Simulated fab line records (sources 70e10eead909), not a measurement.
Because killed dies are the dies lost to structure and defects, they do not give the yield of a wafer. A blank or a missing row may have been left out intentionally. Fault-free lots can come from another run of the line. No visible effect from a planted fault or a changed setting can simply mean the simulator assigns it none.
One fault through the eyes of 3 desks | flow nand harc | every desk sees just its own numbers, and what lay behind them comes last

METROLOGY DESK
What the gauges read for every lot (on any tool): the sampled wafers with a number, averaged. Marked OUT: a lot whose mean sits more than 4 standard deviations from the usual mean, which makes it out of limits; the brackets give that distance.
Columns: A = thk nm at NHARC_A_ONON_D1_THK_MEAS_02, usual 1001 nm; B = thk nm at NHARC_A_ONON_D1_THK_MEAS_27, usual 999 nm
lot  | first seen here | A    | B
L620 | day 7 15:41     | 1008 | 998
L622 | day 8 10:05     | 1004 | 986
L621 | day 8 10:06     | 997  | 990
L625 | day 9 16:38     | 1004 | 992
L627 | day 10 20:20    | 998  | 1006
L628 | day 10 20:20    | 1013 | 996
L630 | day 11 19:01    | 1003 | 1003
L631 | day 12 03:50    | 989  | 1002
L632 | day 12 13:28    | 1018 | 988
L633 | day 13 03:26    | 1001 | 997
L635 | day 13 21:44    | 978  | 1006
L640 | day 16 04:44    | 1035 | 1007
L642 | day 17 06:28    | 1016 | 1013
This desk's finding: nothing out of limits on any of the 13 lots.

THE TOOL OWNER'S DESK: pecvd onon-04
The tool's own readings at NHARC_A_ONON_D1_DEP_00 (target thk 1000 nm): means of the sampled wafers that have a number, for each lot that ran on this tool. Marked OUT: a lot whose mean sits more than 4 standard deviations from the usual mean, which makes it out of limits; the brackets give that distance.
Columns: A = nh3 flow sccm at NHARC_A_ONON_D1_DEP_00, usual 500.6 sccm
lot  | first seen here | A
L620 | day 7 15:21     | 498.5
L621 | day 8 09:38     | 500.1
L625 | day 9 16:08     | 499.6
L627 | day 10 19:50    | 502.1
L630 | day 11 18:34    | 501.3
L631 | day 12 03:19    | 500.3
L632 | day 12 13:05    | 501.5
L633 | day 13 02:58    | 501.1
L640 | day 16 04:17    | 503.4
L642 | day 17 05:58    | 499.9
This desk's finding: nothing out of limits on any of the 10 lots.

THE DEFECT DESK
Counts from the inspections along the route, per lot, as means over the sampled wafers that have a number. Marked OUT: a lot whose mean sits more than 4 standard deviations from the usual mean, which makes it out of limits; the brackets give that distance.
Columns: A = raw defect count at NHARC_A_ZERO_WELL_INSPECT_17, usual 11
lot  | first seen here | A
L620 | day 6 19:48     | 20
L622 | day 7 13:09     | 14
L621 | day 7 13:20     | 15
L625 | day 8 20:21     | 6
L628 | day 9 23:28     | 7
L627 | day 10 00:13    | 17
L630 | day 10 22:30    | 12
L631 | day 11 07:19    | 14
L632 | day 11 17:27    | 11
L633 | day 12 06:34    | 14
L635 | day 13 01:22    | 15
L640 | day 15 04:00    | 7
L642 | day 16 06:49    | 9
This desk's finding: nothing out of limits on any of the 13 lots.

PUT TOGETHER
At the metrology desk, nothing out of limits was observed.
The desk of the tool owner found nothing out of limits.
The defect desk saw nothing out of limits.

WHAT HAD BEEN PUT IN BY THE SIMULATOR
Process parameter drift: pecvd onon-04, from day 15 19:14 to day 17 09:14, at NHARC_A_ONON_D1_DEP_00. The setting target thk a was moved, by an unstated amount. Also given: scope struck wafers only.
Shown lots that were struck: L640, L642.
